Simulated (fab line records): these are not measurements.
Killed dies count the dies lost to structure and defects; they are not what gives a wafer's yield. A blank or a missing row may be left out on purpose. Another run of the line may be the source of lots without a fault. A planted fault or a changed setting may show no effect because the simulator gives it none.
Which tool is to blame? / flow n5 finfet / 24 lots, 72 wafers sampled, at 5 steps of a route of 1938

== WHAT THE GAUGES READ, wafer by wafer ==
N5_BEOL_M3_OCD_MEAS_38.
lot=L074; measured=day 7 05:52; on=ocd-01; trench depth nm (nm)=52.4 52.6 57.0
lot=L075; measured=day 7 05:58; on=ocd-02; trench depth nm (nm)=56.6 56.6 55.2
lot=L076; measured=day 7 15:14; on=ocd-01; trench depth nm (nm)=52.5 54.9 56.1
lot=L077; measured=day 8 01:55; on=ocd-01; trench depth nm (nm)=56.1 55.4 51.2
lot=L078; measured=day 8 06:58; on=ocd-02; trench depth nm (nm)=51.5 55.0 56.3
lot=L079; measured=day 8 18:44; on=ocd-02; trench depth nm (nm)=56.5 54.8 56.1
lot=L080; measured=day 8 18:41; on=ocd-01; trench depth nm (nm)=54.6 54.0 54.8
lot=L081; measured=day 8 21:49; on=ocd-02; trench depth nm (nm)=56.8 51.6 51.8
lot=L082; measured=day 9 13:08; on=ocd-01; trench depth nm (nm)=52.5 58.8 58.9
lot=L083; measured=day 9 16:20; on=ocd-01; trench depth nm (nm)=52.0 55.3 57.9
lot=L084; measured=day 9 16:23; on=ocd-02; trench depth nm (nm)=55.0 55.9 54.9
lot=L085; measured=day 10 05:40; on=ocd-01; trench depth nm (nm)=55.7 52.2 57.0
lot=L086; measured=day 10 08:39; on=ocd-01; trench depth nm (nm)=54.6 55.7 54.8
lot=L087; measured=day 10 19:00; on=ocd-01; trench depth nm (nm)=55.2 54.8 55.7
lot=L088; measured=day 11 00:11; on=ocd-01; trench depth nm (nm)=55.4 55.4 54.9
lot=L090; measured=day 11 06:02; on=ocd-02; trench depth nm (nm)=55.6 52.5 55.3
lot=L089; measured=day 11 19:46; on=ocd-02; trench depth nm (nm)=57.9 56.9 55.4
lot=L091; measured=day 12 04:30; on=ocd-02; trench depth nm (nm)=51.8 56.7 57.5
lot=L092; measured=day 12 04:33; on=ocd-01; trench depth nm (nm)=53.9 53.9 56.0
lot=L093; measured=day 12 06:17; on=ocd-02; trench depth nm (nm)=53.9 54.9 54.5
lot=L094; measured=day 12 20:26; on=ocd-02; trench depth nm (nm)=55.4 56.4 56.5
lot=L095; measured=day 13 01:53; on=ocd-01; trench depth nm (nm)=56.3 56.3 54.7
lot=L096; measured=day 13 10:08; on=ocd-01; trench depth nm (nm)=55.3 55.5 54.9
lot=L097; measured=day 13 04:56; on=ocd-02; trench depth nm (nm)=55.7 57.2 51.9

== WHICH TOOL RAN EACH LOT (tool, then ch and the chambers of the sampled wafers, then the start) ==
lot=L074; N5_BEOL_M2_SPUTTER_88=pvd sputter-03, day 6 20:02; N5_BEOL_M2_ANNEAL_91=pvd sputter-03, day 6 20:20; N5_BEOL_M3_ETCH_63=rie diel-04 ch 0,1,3, day 7 03:02; N5_BEOL_M3_DESCUM_33=rie diel-06 ch 0,1,2, day 7 03:50
lot=L075; N5_BEOL_M2_SPUTTER_88=pvd sputter-02, day 6 20:15; N5_BEOL_M2_ANNEAL_91=pvd sputter-02, day 6 20:33; N5_BEOL_M3_ETCH_63=rie diel-02 ch 1,2,3, day 7 03:13; N5_BEOL_M3_DESCUM_33=rie diel-06 ch 1,2, day 7 04:03
lot=L076; N5_BEOL_M2_SPUTTER_88=pvd sputter-01, day 7 09:27; N5_BEOL_M2_ANNEAL_91=pvd sputter-01, day 7 09:45; N5_BEOL_M3_ETCH_63=rie diel-06 ch 1,2,3, day 7 12:43; N5_BEOL_M3_DESCUM_33=rie diel-02 ch 0,1,3, day 7 13:32
lot=L077; N5_BEOL_M2_SPUTTER_88=pvd sputter-02, day 7 18:02; N5_BEOL_M2_ANNEAL_91=pvd sputter-02, day 7 18:20; N5_BEOL_M3_ETCH_63=rie diel-06 ch 0,3, day 7 22:50; N5_BEOL_M3_DESCUM_33=rie diel-04 ch 0,2,3, day 7 23:49
lot=L078; N5_BEOL_M2_SPUTTER_88=pvd sputter-02, day 7 20:38; N5_BEOL_M2_ANNEAL_91=pvd sputter-02, day 7 20:56; N5_BEOL_M3_ETCH_63=rie diel-04 ch 0,1,2, day 7 23:35; N5_BEOL_M3_DESCUM_33=rie diel-02 ch 0,2,3, day 8 00:26
lot=L079; N5_BEOL_M2_SPUTTER_88=pvd sputter-02, day 8 00:07; N5_BEOL_M2_ANNEAL_91=pvd sputter-02, day 8 00:25; N5_BEOL_M3_ETCH_63=rie diel-04 ch 1,2,3, day 8 06:50; N5_BEOL_M3_DESCUM_33=rie diel-02 ch 0,1,3, day 8 07:46
lot=L080; N5_BEOL_M2_SPUTTER_88=pvd sputter-03, day 8 08:40; N5_BEOL_M2_ANNEAL_91=pvd sputter-03, day 8 08:58; N5_BEOL_M3_ETCH_63=rie diel-06 ch 1,2, day 8 14:25; N5_BEOL_M3_DESCUM_33=rie diel-02 ch 1,2,3, day 8 15:14
lot=L081; N5_BEOL_M2_SPUTTER_88=pvd sputter-02, day 8 15:49; N5_BEOL_M2_ANNEAL_91=pvd sputter-02, day 8 16:07; N5_BEOL_M3_ETCH_63=rie diel-04 ch 0,1, day 8 19:20; N5_BEOL_M3_DESCUM_33=rie diel-02 ch 0,2, day 8 20:14
lot=L082; N5_BEOL_M2_SPUTTER_88=pvd sputter-02, day 9 05:22; N5_BEOL_M2_ANNEAL_91=pvd sputter-02, day 9 05:40; N5_BEOL_M3_ETCH_63=rie diel-06 ch 0,1,2, day 9 08:54; N5_BEOL_M3_DESCUM_33=rie diel-02 ch 0,2,3, day 9 09:43
lot=L083; N5_BEOL_M2_SPUTTER_88=pvd sputter-03, day 9 10:25; N5_BEOL_M2_ANNEAL_91=pvd sputter-03, day 9 10:43; N5_BEOL_M3_ETCH_63=rie diel-02 ch 1,2,3, day 9 14:03; N5_BEOL_M3_DESCUM_33=rie diel-02 ch 1,2,3, day 9 14:53
lot=L084; N5_BEOL_M2_SPUTTER_88=pvd sputter-01, day 9 10:34; N5_BEOL_M2_ANNEAL_91=pvd sputter-01, day 9 10:52; N5_BEOL_M3_ETCH_63=rie diel-06 ch 1,2,3, day 9 14:05; N5_BEOL_M3_DESCUM_33=rie diel-04 ch 1,2, day 9 14:56
lot=L085; N5_BEOL_M2_SPUTTER_88=pvd sputter-01, day 9 23:51; N5_BEOL_M2_ANNEAL_91=pvd sputter-01, day 10 00:09; N5_BEOL_M3_ETCH_63=rie diel-06 ch 0,1,2, day 10 03:03; N5_BEOL_M3_DESCUM_33=rie diel-04 ch 1,2,3, day 10 03:59
lot=L086; N5_BEOL_M2_SPUTTER_88=pvd sputter-02, day 10 00:50; N5_BEOL_M2_ANNEAL_91=pvd sputter-02, day 10 01:08; N5_BEOL_M3_ETCH_63=rie diel-02 ch 1,2,3, day 10 05:41; N5_BEOL_M3_DESCUM_33=rie diel-04 ch 1,3, day 10 06:32
lot=L087; N5_BEOL_M2_SPUTTER_88=pvd sputter-03, day 10 11:10; N5_BEOL_M2_ANNEAL_91=pvd sputter-03, day 10 11:28; N5_BEOL_M3_ETCH_63=rie diel-06 ch 0,1,3, day 10 14:53; N5_BEOL_M3_DESCUM_33=rie diel-06 ch 0,2,3, day 10 15:50
lot=L088; N5_BEOL_M2_SPUTTER_88=pvd sputter-01, day 10 12:19; N5_BEOL_M2_ANNEAL_91=pvd sputter-01, day 10 12:37; N5_BEOL_M3_ETCH_63=rie diel-06 ch 0,1,3, day 10 15:25; N5_BEOL_M3_DESCUM_33=rie diel-02 ch 0,3, day 10 16:21
lot=L090; N5_BEOL_M2_SPUTTER_88=pvd sputter-02, day 10 20:14; N5_BEOL_M2_ANNEAL_91=pvd sputter-02, day 10 20:32; N5_BEOL_M3_ETCH_63=rie diel-02 ch 1,2, day 11 00:41; N5_BEOL_M3_DESCUM_33=rie diel-06 ch 0,3, day 11 01:38
lot=L089; N5_BEOL_M2_SPUTTER_88=pvd sputter-03, day 11 04:10; N5_BEOL_M2_ANNEAL_91=pvd sputter-03, day 11 04:28; N5_BEOL_M3_ETCH_63=rie diel-04 ch 0,2, day 11 07:40; N5_BEOL_M3_DESCUM_33=rie diel-06 ch 1,2, day 11 08:36
lot=L091; N5_BEOL_M2_SPUTTER_88=pvd sputter-01, day 11 05:52; N5_BEOL_M2_ANNEAL_91=pvd sputter-01, day 11 06:10; N5_BEOL_M3_ETCH_63=rie diel-06 ch 0,2, day 11 10:49; N5_BEOL_M3_DESCUM_33=rie diel-02 ch 0,2,3, day 11 11:45
lot=L092; N5_BEOL_M2_SPUTTER_88=pvd sputter-02, day 11 11:07; N5_BEOL_M2_ANNEAL_91=pvd sputter-02, day 11 11:25; N5_BEOL_M3_ETCH_63=rie diel-06 ch 1,3, day 11 14:15; N5_BEOL_M3_DESCUM_33=rie diel-04 ch 1,2, day 11 15:16
lot=L093; N5_BEOL_M2_SPUTTER_88=pvd sputter-03, day 11 14:21; N5_BEOL_M2_ANNEAL_91=pvd sputter-03, day 11 14:39; N5_BEOL_M3_ETCH_63=rie diel-02 ch 1,2,3, day 11 17:28; N5_BEOL_M3_DESCUM_33=rie diel-04 ch 0,2, day 11 18:58
lot=L094; N5_BEOL_M2_SPUTTER_88=pvd sputter-02, day 12 08:36; N5_BEOL_M2_ANNEAL_91=pvd sputter-02, day 12 08:54; N5_BEOL_M3_ETCH_63=rie diel-06 ch 2,3, day 12 15:32; N5_BEOL_M3_DESCUM_33=rie diel-04 ch 0,2, day 12 16:22
lot=L095; N5_BEOL_M2_SPUTTER_88=pvd sputter-02, day 12 14:15; N5_BEOL_M2_ANNEAL_91=pvd sputter-02, day 12 14:33; N5_BEOL_M3_ETCH_63=rie diel-02 ch 0,2,3, day 12 21:22; N5_BEOL_M3_DESCUM_33=rie diel-06 ch 0,1, day 12 22:11
lot=L096; N5_BEOL_M2_SPUTTER_88=pvd sputter-02, day 12 21:08; N5_BEOL_M2_ANNEAL_91=pvd sputter-02, day 12 21:26; N5_BEOL_M3_ETCH_63=rie diel-02 ch 0,1,2, day 13 03:10; N5_BEOL_M3_DESCUM_33=rie diel-02 ch 1,2,3, day 13 04:02
lot=L097; N5_BEOL_M2_SPUTTER_88=pvd sputter-03, day 12 22:49; N5_BEOL_M2_ANNEAL_91=pvd sputter-03, day 12 23:07; N5_BEOL_M3_ETCH_63=rie diel-06 ch 0,1, day 13 03:26; N5_BEOL_M3_DESCUM_33=rie diel-02 ch 1,3, day 13 04:15
- N5_BEOL_M2_SPUTTER_88: material Cu, target thk 4.5 nm, time 8.29 s.
- N5_BEOL_M2_ANNEAL_91: time 240 s.
- N5_BEOL_M3_ETCH_63: etches SiARC in CF4, target depth 15.6 nm, time 26 s.
- N5_BEOL_M3_DESCUM_33: chemistry O2, time 7 s.

== WHAT THE TOOLS THEMSELVES READ (means of the sampled wafers that have a number; where no wafer has one, the mark that the record gives instead) ==
N5_BEOL_M2_SPUTTER_88.
lot=L074; tool=pvd sputter-03; throttle valve pct (%)=30.3
lot=L075; tool=pvd sputter-02; throttle valve pct (%)=29.9
lot=L076; tool=pvd sputter-01; throttle valve pct (%)=29.9
lot=L077; tool=pvd sputter-02; throttle valve pct (%)=30.2
lot=L078; tool=pvd sputter-02; throttle valve pct (%)=30.0
lot=L079; tool=pvd sputter-02; throttle valve pct (%)=29.8
lot=L080; tool=pvd sputter-03; throttle valve pct (%)=30.7
lot=L081; tool=pvd sputter-02; throttle valve pct (%)=29.9
lot=L082; tool=pvd sputter-02; throttle valve pct (%)=30.1
lot=L083; tool=pvd sputter-03; throttle valve pct (%)=30.3
lot=L084; tool=pvd sputter-01; throttle valve pct (%)=29.3
lot=L085; tool=pvd sputter-01; throttle valve pct (%)=29.5
lot=L086; tool=pvd sputter-02; throttle valve pct (%)=30.0
lot=L087; tool=pvd sputter-03; throttle valve pct (%)=30.4
lot=L088; tool=pvd sputter-01; throttle valve pct (%)=28.7
lot=L090; tool=pvd sputter-02; throttle valve pct (%)=30.0
lot=L089; tool=pvd sputter-03; throttle valve pct (%)=29.8
lot=L091; tool=pvd sputter-01; throttle valve pct (%)=29.7
lot=L092; tool=pvd sputter-02; throttle valve pct (%)=30.1
lot=L093; tool=pvd sputter-03; throttle valve pct (%)=30.5
lot=L094; tool=pvd sputter-02; throttle valve pct (%)=29.9
lot=L095; tool=pvd sputter-02; throttle valve pct (%)=30.2
lot=L096; tool=pvd sputter-02; throttle valve pct (%)=30.0
lot=L097; tool=pvd sputter-03; throttle valve pct (%)=30.4

N5_BEOL_M2_ANNEAL_91.
lot=L074; tool=pvd sputter-03; heater power w (W)=913
lot=L075; tool=pvd sputter-02; heater power w (W)=888
lot=L076; tool=pvd sputter-01; heater power w (W)=973
lot=L077; tool=pvd sputter-02; heater power w (W)=817
lot=L078; tool=pvd sputter-02; heater power w (W)=936
lot=L079; tool=pvd sputter-02; heater power w (W)=891
lot=L080; tool=pvd sputter-03; heater power w (W)=963
lot=L081; tool=pvd sputter-02; heater power w (W)=945
lot=L082; tool=pvd sputter-02; heater power w (W)=967
lot=L083; tool=pvd sputter-03; heater power w (W)=938
lot=L084; tool=pvd sputter-01; heater power w (W)=918
lot=L085; tool=pvd sputter-01; heater power w (W)=979
lot=L086; tool=pvd sputter-02; heater power w (W)=898
lot=L087; tool=pvd sputter-03; heater power w (W)=910
lot=L088; tool=pvd sputter-01; heater power w (W)=889
lot=L090; tool=pvd sputter-02; heater power w (W)=848
lot=L089; tool=pvd sputter-03; heater power w (W)=822
lot=L091; tool=pvd sputter-01; heater power w (W)=974
lot=L092; tool=pvd sputter-02; heater power w (W)=954
lot=L093; tool=pvd sputter-03; heater power w (W)=974
lot=L094; tool=pvd sputter-02; heater power w (W)=985
lot=L095; tool=pvd sputter-02; heater power w (W)=951
lot=L096; tool=pvd sputter-02; heater power w (W)=888
lot=L097; tool=pvd sputter-03; heater power w (W)=913

N5_BEOL_M3_ETCH_63.
lot=L074; tool=rie diel-04; drypump motor current A (A)=5.8; etch rf on time s (s)=26.8; oes product au (a.u.)=0.61; rf vpp V (V)=183.9; showerhead plenum p Torr (Torr)=2.17; throttle valve pct (%)=15.61
lot=L075; tool=rie diel-02; drypump motor current A (A)=6.0; etch rf on time s (s)=26.4; oes product au (a.u.)=0.62; rf vpp V (V)=183.9; showerhead plenum p Torr (Torr)=2.13; throttle valve pct (%)=15.58
lot=L076; tool=rie diel-06; drypump motor current A (A)=5.6; etch rf on time s (s)=25.4; oes product au (a.u.)=0.71; rf vpp V (V)=184.0; showerhead plenum p Torr (Torr)=2.10; throttle valve pct (%)=15.44
lot=L077; tool=rie diel-06; drypump motor current A (A)=5.7; etch rf on time s (s)=25.7; oes product au (a.u.)=0.62; rf vpp V (V)=184.2; showerhead plenum p Torr (Torr)=2.15; throttle valve pct (%)=15.72
lot=L078; tool=rie diel-04; drypump motor current A (A)=5.5; etch rf on time s (s)=26.0; oes product au (a.u.)=0.63; rf vpp V (V)=184.5; showerhead plenum p Torr (Torr)=2.22; throttle valve pct (%)=15.57
lot=L079; tool=rie diel-04; drypump motor current A (A)=5.7; etch rf on time s (s)=26.6; oes product au (a.u.)=0.61; rf vpp V (V)=184.7; showerhead plenum p Torr (Torr)=2.16; throttle valve pct (%)=15.64
lot=L080; tool=rie diel-06; drypump motor current A (A)=5.7; etch rf on time s (s)=25.9; oes product au (a.u.)=0.73; rf vpp V (V)=183.9; showerhead plenum p Torr (Torr)=2.14; throttle valve pct (%)=15.35
lot=L081; tool=rie diel-04; drypump motor current A (A)=5.9; etch rf on time s (s)=26.0; oes product au (a.u.)=0.63; rf vpp V (V)=184.9; showerhead plenum p Torr (Torr)=2.23; throttle valve pct (%)=15.52
lot=L082; tool=rie diel-06; drypump motor current A (A)=5.8; etch rf on time s (s)=26.2; oes product au (a.u.)=0.68; rf vpp V (V)=184.4; showerhead plenum p Torr (Torr)=2.15; throttle valve pct (%)=15.56
lot=L083; tool=rie diel-02; drypump motor current A (A)=6.0; etch rf on time s (s)=26.2; oes product au (a.u.)=0.61; rf vpp V (V)=184.9; showerhead plenum p Torr (Torr)=2.12; throttle valve pct (%)=15.61
lot=L084; tool=rie diel-06; drypump motor current A (A)=5.6; etch rf on time s (s)=25.7; oes product au (a.u.)=0.70; rf vpp V (V)=182.4; showerhead plenum p Torr (Torr)=2.10; throttle valve pct (%)=15.47
lot=L085; tool=rie diel-06; drypump motor current A (A)=5.8; etch rf on time s (s)=26.1; oes product au (a.u.)=0.68; rf vpp V (V)=184.8; showerhead plenum p Torr (Torr)=2.15; throttle valve pct (%)=15.57
lot=L086; tool=rie diel-02; drypump motor current A (A)=5.9; etch rf on time s (s)=26.2; oes product au (a.u.)=0.60; rf vpp V (V)=183.8; showerhead plenum p Torr (Torr)=2.12; throttle valve pct (%)=15.62
lot=L087; tool=rie diel-06; drypump motor current A (A)=5.5; etch rf on time s (s)=26.3; oes product au (a.u.)=0.63; rf vpp V (V)=184.3; showerhead plenum p Torr (Torr)=2.13; throttle valve pct (%)=15.55
lot=L088; tool=rie diel-06; drypump motor current A (A)=5.5; etch rf on time s (s)=26.1; oes product au (a.u.)=0.63; rf vpp V (V)=184.7; showerhead plenum p Torr (Torr)=2.13; throttle valve pct (%)=15.54
lot=L090; tool=rie diel-02; drypump motor current A (A)=5.9; etch rf on time s (s)=25.2; oes product au (a.u.)=0.61; rf vpp V (V)=183.6; showerhead plenum p Torr (Torr)=2.09; throttle valve pct (%)=15.60
lot=L089; tool=rie diel-04; drypump motor current A (A)=5.2; etch rf on time s (s)=26.3; oes product au (a.u.)=0.62; rf vpp V (V)=185.2; showerhead plenum p Torr (Torr)=2.21; throttle valve pct (%)=15.68
lot=L091; tool=rie diel-06; drypump motor current A (A)=6.1; etch rf on time s (s)=25.4; oes product au (a.u.)=0.70; rf vpp V (V)=185.2; showerhead plenum p Torr (Torr)=2.13; throttle valve pct (%)=15.75
lot=L092; tool=rie diel-06; drypump motor current A (A)=5.3; etch rf on time s (s)=26.1; oes product au (a.u.)=0.66; rf vpp V (V)=183.2; showerhead plenum p Torr (Torr)=2.12; throttle valve pct (%)=15.35
lot=L093; tool=rie diel-02; drypump motor current A (A)=5.9; etch rf on time s (s)=26.1; oes product au (a.u.)=0.60; rf vpp V (V)=183.9; showerhead plenum p Torr (Torr)=2.12; throttle valve pct (%)=15.63
lot=L094; tool=rie diel-06; drypump motor current A (A)=5.9; etch rf on time s (s)=25.6; oes product au (a.u.)=0.69; rf vpp V (V)=182.6; showerhead plenum p Torr (Torr)=2.07; throttle valve pct (%)=15.65
lot=L095; tool=rie diel-02; drypump motor current A (A)=6.4; etch rf on time s (s)=25.7; oes product au (a.u.)=0.67; rf vpp V (V)=184.2; showerhead plenum p Torr (Torr)=2.11; throttle valve pct (%)=15.59
lot=L096; tool=rie diel-02; drypump motor current A (A)=5.9; etch rf on time s (s)=24.6; oes product au (a.u.)=0.76; rf vpp V (V)=183.8; showerhead plenum p Torr (Torr)=2.14; throttle valve pct (%)=15.33
lot=L097; tool=rie diel-06; drypump motor current A (A)=5.7; etch rf on time s (s)=26.3; oes product au (a.u.)=0.62; rf vpp V (V)=184.8; showerhead plenum p Torr (Torr)=2.18; throttle valve pct (%)=15.68

N5_BEOL_M3_DESCUM_33.
lot=L074; tool=rie diel-06; drypump motor current A (A)=5.8; oes product au (a.u.)=0.83; rf vpp V (V)=242.7; showerhead plenum p Torr (Torr)=2.11; throttle valve pct (%)=20.29
lot=L075; tool=rie diel-06; drypump motor current A (A)=5.9; oes product au (a.u.)=0.88; rf vpp V (V)=243.8; showerhead plenum p Torr (Torr)=2.06; throttle valve pct (%)=20.13
lot=L076; tool=rie diel-02; drypump motor current A (A)=6.0; oes product au (a.u.)=0.80; rf vpp V (V)=244.8; showerhead plenum p Torr (Torr)=2.12; throttle valve pct (%)=20.14
lot=L077; tool=rie diel-04; drypump motor current A (A)=5.4; oes product au (a.u.)=0.72; rf vpp V (V)=243.6; showerhead plenum p Torr (Torr)=2.10; throttle valve pct (%)=20.39
lot=L078; tool=rie diel-02; drypump motor current A (A)=6.4; oes product au (a.u.)=0.81; rf vpp V (V)=242.5; showerhead plenum p Torr (Torr)=2.08; throttle valve pct (%)=20.29
lot=L079; tool=rie diel-02; drypump motor current A (A)=6.0; oes product au (a.u.)=0.79; rf vpp V (V)=243.4; showerhead plenum p Torr (Torr)=2.12; throttle valve pct (%)=20.14
lot=L080; tool=rie diel-02; drypump motor current A (A)=5.9; oes product au (a.u.)=0.71; rf vpp V (V)=242.7; showerhead plenum p Torr (Torr)=2.07; throttle valve pct (%)=20.33
lot=L081; tool=rie diel-02; drypump motor current A (A)=6.3; oes product au (a.u.)=0.81; rf vpp V (V)=242.0; showerhead plenum p Torr (Torr)=2.07; throttle valve pct (%)=20.45
lot=L082; tool=rie diel-02; drypump motor current A (A)=6.4; oes product au (a.u.)=0.79; rf vpp V (V)=242.2; showerhead plenum p Torr (Torr)=2.08; throttle valve pct (%)=20.30
lot=L083; tool=rie diel-02; drypump motor current A (A)=6.0; oes product au (a.u.)=0.72; rf vpp V (V)=243.3; showerhead plenum p Torr (Torr)=2.07; throttle valve pct (%)=20.33
lot=L084; tool=rie diel-04; drypump motor current A (A)=5.3; oes product au (a.u.)=0.71; rf vpp V (V)=245.2; showerhead plenum p Torr (Torr)=2.16; throttle valve pct (%)=20.27
lot=L085; tool=rie diel-04; drypump motor current A (A)=5.7; oes product au (a.u.)=0.69; rf vpp V (V)=243.9; showerhead plenum p Torr (Torr)=2.10; throttle valve pct (%)=20.28
lot=L086; tool=rie diel-04; drypump motor current A (A)=6.0; oes product au (a.u.)=0.68; rf vpp V (V)=241.2; showerhead plenum p Torr (Torr)=2.03; throttle valve pct (%)=20.30
lot=L087; tool=rie diel-06; drypump motor current A (A)=5.8; oes product au (a.u.)=0.76; rf vpp V (V)=243.5; showerhead plenum p Torr (Torr)=2.07; throttle valve pct (%)=20.55
lot=L088; tool=rie diel-02; drypump motor current A (A)=6.4; oes product au (a.u.)=0.85; rf vpp V (V)=243.7; showerhead plenum p Torr (Torr)=2.11; throttle valve pct (%)=20.13
lot=L090; tool=rie diel-06; drypump motor current A (A)=5.7; oes product au (a.u.)=0.71; rf vpp V (V)=243.3; showerhead plenum p Torr (Torr)=2.12; throttle valve pct (%)=20.72
lot=L089; tool=rie diel-06; drypump motor current A (A)=5.9; oes product au (a.u.)=0.84; rf vpp V (V)=242.8; showerhead plenum p Torr (Torr)=2.05; throttle valve pct (%)=20.17
lot=L091; tool=rie diel-02; drypump motor current A (A)=6.4; oes product au (a.u.)=0.78; rf vpp V (V)=242.6; showerhead plenum p Torr (Torr)=2.07; throttle valve pct (%)=20.33
lot=L092; tool=rie diel-04; drypump motor current A (A)=5.4; oes product au (a.u.)=0.70; rf vpp V (V)=244.4; showerhead plenum p Torr (Torr)=2.15; throttle valve pct (%)=20.29
lot=L093; tool=rie diel-04; drypump motor current A (A)=5.2; oes product au (a.u.)=0.72; rf vpp V (V)=244.7; showerhead plenum p Torr (Torr)=2.15; throttle valve pct (%)=20.38
lot=L094; tool=rie diel-04; drypump motor current A (A)=5.2; oes product au (a.u.)=0.71; rf vpp V (V)=244.6; showerhead plenum p Torr (Torr)=2.15; throttle valve pct (%)=20.39
lot=L095; tool=rie diel-06; drypump motor current A (A)=5.7; oes product au (a.u.)=0.74; rf vpp V (V)=243.7; showerhead plenum p Torr (Torr)=2.15; throttle valve pct (%)=20.51
lot=L096; tool=rie diel-02; drypump motor current A (A)=5.9; oes product au (a.u.)=0.79; rf vpp V (V)=243.2; showerhead plenum p Torr (Torr)=2.06; throttle valve pct (%)=20.20
lot=L097; tool=rie diel-02; drypump motor current A (A)=5.5; oes product au (a.u.)=0.89; rf vpp V (V)=243.8; showerhead plenum p Torr (Torr)=2.10; throttle valve pct (%)=19.87

== THE ANSWER, worked out from the rows above alone ==
Rule: the lots themselves supply what counts as usual. Put in order of their means at a reading, lots are off if they are a third of the lots or fewer, leave a main group of 4 or more, and stand apart from it by a gap of 3 or more times the standard deviation of the main group's means; of several such gaps the widest counts. The tables above print the reading to a certain number of digits; a main group whose means all agree to those digits is not used. Also off: a lot with no number at a reading for which 4 or more lots have one. Where the step has rows for the other lots, those lots are counted as sound. The gauges are gone through in route order, then the tools' own readings, and for those a lot's mean is taken as printed above. The first step at which some lot is off is used, and at that step the reading that is off furthest; a lot without a number counts as furthest.
None of the lots is off at any reading shown; this tells nothing.

== WHAT THE SIMULATOR HAD INSERTED ==
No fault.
